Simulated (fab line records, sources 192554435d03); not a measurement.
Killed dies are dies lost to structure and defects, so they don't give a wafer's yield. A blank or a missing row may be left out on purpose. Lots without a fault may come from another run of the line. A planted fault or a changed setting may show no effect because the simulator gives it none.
Chamber matching | flow n5_finfet | N5_WELL_APT_DESCUM_13 on rie_diel-04: 4 sister chambers
The step chemistry O2, time 7.9 s. 24 wafers are shown with their chamber, then 12 later ones without.

WAFERS WITH THEIR CHAMBER
wafer  | chamber | throttle_valve_pct (%) | drypump_motor_current_A (A) | showerhead_plenum_p_Torr (Torr)
L074.1 | 2       | 19.96                  | 6.0                         | 2.12
L074.3 | 3       | 20.75                  | 5.6                         | 2.17
L074.4 | 0       | 20.27                  | 5.3                         | 2.08
L076.1 | 3       | 20.78                  | 5.6                         | 2.17
L076.2 | 1       | 20.43                  | 5.6                         | 2.12
L076.4 | 2       | 19.97                  | 6.0                         | 2.12
L080.2 | 1       | 20.44                  | 5.5                         | 2.12
L080.5 | 1       | 20.46                  | 5.5                         | 2.12
L080.6 | 0       | 20.28                  | 5.3                         | 2.08
L081.1 | 1       | 20.44                  | 5.5                         | 2.12
L081.3 | 2       | 19.97                  | 6.0                         | 2.11
L081.4 | 3       | 20.78                  | 5.6                         | 2.17
L083.1 | 2       | 19.99                  | 5.9                         | 2.11
L083.4 | 1       | 20.44                  | 5.6                         | 2.12
L083.5 | 0       | 20.30                  | 5.3                         | 2.08
L084.1 | 3       | 20.81                  | 5.6                         | 2.17
L084.5 | 1       | 20.46                  | 5.5                         | 2.12
L084.6 | 0       | 20.32                  | 5.3                         | 2.08
L086.1 | 3       | 20.79                  | 5.6                         | 2.16
L086.3 | 1       | 20.48                  | 5.5                         | 2.12
L086.5 | 3       | 20.79                  | 5.6                         | 2.16
L087.1 | 3       | 20.82                  | 5.6                         | 2.16
L087.5 | 0       | 20.31                  | 5.3                         | 2.07
L087.6 | 3       | 20.81                  | 5.6                         | 2.16

SIGNATURES (means of the wafers above)
reading                  | chamber 0 | chamber 1 | chamber 2 | chamber 3 | scatter within a chamber
throttle_valve_pct       | 20.2960   | 20.4500   | 19.9725   | 20.7912   | 0.0193
drypump_motor_current_A  | 5.300     | 5.529     | 5.975     | 5.600     | 0.033
showerhead_plenum_p_Torr | 2.0780    | 2.1200    | 2.1150    | 2.1650    | 0.00436
Rule: a wafer's distance from a chamber is the root of the sum, over the readings, of the square of ((its reading less the chamber's mean) divided by the reading's scatter). The wafer belongs to the nearest chamber; if the next one is less than 2 further off, it can't be placed. The scatter: the root of (the sum of the squares of (reading less its chamber's mean) over the shown wafers, divided by (wafers less chambers)).

WAFERS WITHOUT THEIR CHAMBER
wafer  | throttle_valve_pct (%) | drypump_motor_current_A (A) | showerhead_plenum_p_Torr (Torr)
L088.1 | 20.33                  | 5.3                         | 2.07
L088.2 | 20.80                  | 5.6                         | 2.16
L088.5 | 20.02                  | 6.0                         | 2.11
L091.3 | 19.98                  | 6.0                         | 2.11
L091.4 | 20.35                  | 5.3                         | 2.07
L091.5 | 20.00                  | 6.0                         | 2.11
L092.2 | 20.84                  | 5.6                         | 2.16
L092.4 | 20.48                  | 5.5                         | 2.11
L092.5 | 20.00                  | 6.0                         | 2.11
L095.1 | 20.02                  | 5.9                         | 2.10
L095.4 | 20.83                  | 5.6                         | 2.16
L095.6 | 20.84                  | 5.6                         | 2.16

WHICH CHAMBER EACH WENT THROUGH
wafer  | from the rows above | in truth
L088.1 | 0                   | 0
L088.2 | 3                   | 3
L088.5 | 2                   | 2
L091.3 | 2                   | 2
L091.4 | 0                   | 0
L091.5 | 2                   | 2
L092.2 | 3                   | 3
L092.4 | 1                   | 1
L092.5 | 2                   | 2
L095.1 | 2                   | 2
L095.4 | 3                   | 3
L095.6 | 3                   | 3
Placed correctly: 12 of 12. Can't be placed from these rows: 0. Placed wrongly: 0.
